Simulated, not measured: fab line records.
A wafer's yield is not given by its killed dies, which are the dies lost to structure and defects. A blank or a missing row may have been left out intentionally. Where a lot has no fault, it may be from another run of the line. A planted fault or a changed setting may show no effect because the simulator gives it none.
Which tool was responsible? | flow n5_finfet | 14 wafers from 6 lots sampled at 2 of the route's 1938 steps

== WHAT THE GAUGES SHOWED, per wafer ==
N5_BEOL_M6_OCD_MEAS_38.
lot  | measured     | on     | trench_depth_nm (nm)
L449 | day 10 13:40 | ocd-01 | 94.2 95.2
L453 | day 12 03:17 | ocd-02 | 94.4 98.3
L458 | day 13 11:37 | ocd-02 | 94.1 93.6
L462 | day 14 06:32 | ocd-02 | 93.7 96.1 96.6
L464 | day 14 11:25 | ocd-02 | 94.8 92.6
L467 | day 15 06:44 | ocd-02 | 96.3 92.2 96.3

== WHICH TOOL RAN EACH LOT (tool, then ch and the chambers of the sampled wafers, then the start) ==
lot  | N5_BEOL_M6_ETCH_41
L449 | rie_diel-01 ch 1,3, day 10 13:32
L453 | rie_diel-01 ch 0,3, day 12 03:10
L458 | rie_diel-03 ch 0,3, day 13 11:29
L462 | rie_diel-06 ch 0,2,3, day 14 06:24
L464 | rie_diel-06 ch 0,1, day 14 11:16
L467 | rie_diel-01 ch 0,1, day 15 06:37
- N5_BEOL_M6_ETCH_41: etches SiCN in CH3F/O2, target depth 29.7 nm, time 52 s.

== THE ANSWER, worked out from the rows above alone ==
Rule: the usual values come from the lots themselves. Put in order of their means at a reading, lots are off if they are a third of the lots or fewer, leave a main group of 4 or more, and stand apart from it by a gap of 3 or more times the standard deviation of the main group's means; of several such gaps the widest counts. A main group whose means are all the same, to the digits that the tables above print for the reading, isn't used. Also off: a lot with no number at a reading for which 4 or more lots have one. Where the step has rows for the other lots, those lots are counted as sound.
Across all readings shown, no lot is off: no conclusion can be drawn from this.

== WHAT HAD BEEN PUT IN BY THE SIMULATOR ==
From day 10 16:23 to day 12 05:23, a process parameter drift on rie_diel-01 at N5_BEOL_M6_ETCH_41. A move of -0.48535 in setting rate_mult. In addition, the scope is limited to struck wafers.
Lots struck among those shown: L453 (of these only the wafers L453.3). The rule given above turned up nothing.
